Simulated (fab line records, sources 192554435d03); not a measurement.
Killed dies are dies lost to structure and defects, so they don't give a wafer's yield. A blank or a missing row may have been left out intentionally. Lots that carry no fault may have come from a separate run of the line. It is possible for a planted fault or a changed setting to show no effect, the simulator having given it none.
A lot that was struck, set against a sound lot    flow n5-finfet    37 out of 1938 route steps
Sound: these wafers, L664.2, L664.3, L664.4. Struck: wafer L681.1 (left out: L681.3, a lot-mate that was not struck); the cause follows at the end.
Each step with rows lists, per side, the tool, then ch with its chambers, then its first start. Under that, the readings that differ: sound wafers    struck wafers    difference of the means    sigmas: that difference in standard deviations of wafers without a fault.
alike: words and numbers the same on both sides, and readings whose means are apart by under 2 such deviations; not compared: readings that were withheld, readings missing a value for some wafer, numbers with overlapping values and no deviation given by the record, and bounds like >300 which may hide the same value.
Wherever a step has rows on one side only, a row that says differs or no value, or a row with sigmas, the two part there. Numbers that don't overlap but have no deviation are shown without sigmas and don't part them. Lack of a reading on every wafer of one side parts them only where that side has two or more wafers.

first, 10 steps without rows for these wafers: N5_DUMMY_GATE_ETCH_44 (etches poly-Si in HBr/O2, stops on SiO2, target depth 127.5 nm); N5_DUMMY_GATE_ETCH_42 (etches SiO2 in CHF3/O2, target depth 3.5 nm, time 31 s); N5_DUMMY_GATE_STRIP_48 (strips in N2/H2, time 20 s); N5_DUMMY_GATE_PRECLEAN_33 (cleans in dHF, time 10 s); N5_DUMMY_GATE_PRECLEAN_25 (cleans in O3/DIW, time 45 s); N5_DUMMY_GATE_PRECLEAN_51 (cleans in SC2, time 45 s); N5_DUMMY_GATE_SRD_26 (time 30 s); N5_DUMMY_GATE_UV_OZONE_45 (time 120 s); N5_SPACER0_ALD_07 (deposits SiNx, target thk 2 nm); N5_SPACER0_ALD_00 (deposits SiOCN, target thk 3.5 nm, pulse time 3 s, purge time 2 s).
N5_SPACER0_ALD_08: deposits SiNx, target thk 2 nm.
  sound on ald-sin-01 ch 0,2,3, day 3 01:04; struck on ald-sin-02 ch 3, day 7 07:48
reading                                   sound  struck  difference  sigmas
model.SiNx_of_SPACER0_ALD_08.thk-nm (nm)  2 2 2  3.8     +1.8        
  alike: heater-power-outer-w, heater-power-w
then, 18 steps without rows for these wafers: N5_SD_EPI_N_COAT_32 (time 60 s, resist thk 350 nm); N5_SD_EPI_N_COAT_33 (time 60 s, resist thk 35 nm); N5_SD_EPI_N_COAT_03 (resist thk 150 nm); N5_SD_EPI_N_EBR_05; N5_SD_EPI_N_SOFTBAKE_04 (time 60 s); N5_SD_EPI_N_EXPOSE_06 (exposes mask SD N BLK, target cd 120 nm); N5_SD_EPI_N_PEB_07 (peb time 60 s); N5_SD_EPI_N_DEVELOP_08 (develop time 30 s); N5_SD_EPI_N_DESCUM_14 (chemistry O2, time 7.9 s); N5_SD_EPI_N_ETCH_34 (etches SiARC in CF4, target depth 45.5 nm, time 75.8 s); N5_SD_EPI_N_ETCH_35 (etches SOC in N2/H2, overetch 108 nm, time 486 s); N5_SD_EPI_N_STRIP_36 (strips in N2/H2); N5_SD_EPI_N_ETCHBACK_44 (etches SiNx in CH3F/O2, stops on SiO2, target depth 14.5 nm); N5_SD_EPI_N_ETCH_45 (etches SiOCN in CH3F/O2, target depth 6 nm); N5_SD_EPI_N_ETCH_16 (etches SiO2 in CHF3/O2, target depth 5 nm); N5_SD_EPI_N_STRIP_47 (strips in CHF3/O2); N5_SD_EPI_N_SD_RECESS_17 (chemistry HBr/Cl2/O2, target depth 41 nm, time 23.7 s, bt time 3 s); N5_SD_EPI_N_STRIP_38 (strips in N2/H2).
N5_SD_EPI_N_WET_ETCH_43: etches SiO2 in dHF, time 14 s, target depth 1.5 nm.
  sound on wet-bench-06 ch 0,2,7, day 3 02:43; struck on wet-bench-01 ch 4, day 7 09:11
reading                                   sound        struck  difference  sigmas
model.SiNx_of_SPACER0_ALD_08.thk-nm (nm)  1.4 1.4 1.6  3.2     +1.7        
then, 5 steps without rows for these wafers: N5_SD_EPI_N_STRIP_18 (strips in SPM, time 750 s); N5_SD_EPI_N_SRD_20 (time 30 s); N5_SD_EPI_N_PRECLEAN_48 (cleans in NF3:NH3, afs cycles 2, time 20 s, sublimation time 60 s); N5_SD_EPI_N_VAPOR_ETCH_50 (etches Si in HCl, time 54 s); N5_SD_EPI_N_EPI_21 (deposits Si:P, time 690 s).
-- here the record skips 5 days between the struck wafers' starts before and after, leaving off in module SD_EPI_N and picking up in module BEOL_M4 (first step shown: number 1111 of the route) --
N5_BEOL_M4_RC_MEAS_101:
  sound on prober-02 ch 0, day 7 19:30; struck on prober-01 ch 0, day 12 19:22
reading          sound              struck  difference  sigmas
DIBL_N (mV/V)    38.2 37.0 41.6     28.7    -10.2       -4
DIBL_P (mV/V)    37 37 42           29      -10         -3
IOFF_N (nA/um)   0.18 0.16 0.28     0.06    -0.15       -2
IOFF_P (nA/um)   0.21 0.23 0.30     0.08    -0.17       -3
ION_N (uA/um)    675 676 683        592     -86         -5
ION_P (uA/um)    457 469 459        396     -66         -7
REXT_N (ohm.um)  75.1 76.4 75.8     105.3   +29.5       +16
REXT_P (ohm.um)  100.9 102.5 102.9  132.0   +29.9       +10
VT_N (mV)        252 249 246        266     +17         +4
VT_N_LVT (mV)    100 99 94          111     +13         +3
VT_P (mV)        -251 -249 -245     -269    -21         -6
VT_P_LVT (mV)    -98 -98 -95        -118    -21         -6
  alike: SS_N, SS_P
-- record jumps: 5 days separate the struck wafers' starts on either side; left off in module BEOL_M4, taken up again in module PASSIVATION, whose first shown step is the route's number 1936 --
N5_PASSIVATION_PROBE_49:
  only the struck wafers here have rows in the record (prober-02, day 17 13:36); the sound ones have none

== WHERE THEY PART ==
First at N5_BEOL_M4_RC_MEAS_101; last, within this record, at N5_PASSIVATION_PROBE_49.

WHY: the cause the simulator had injected
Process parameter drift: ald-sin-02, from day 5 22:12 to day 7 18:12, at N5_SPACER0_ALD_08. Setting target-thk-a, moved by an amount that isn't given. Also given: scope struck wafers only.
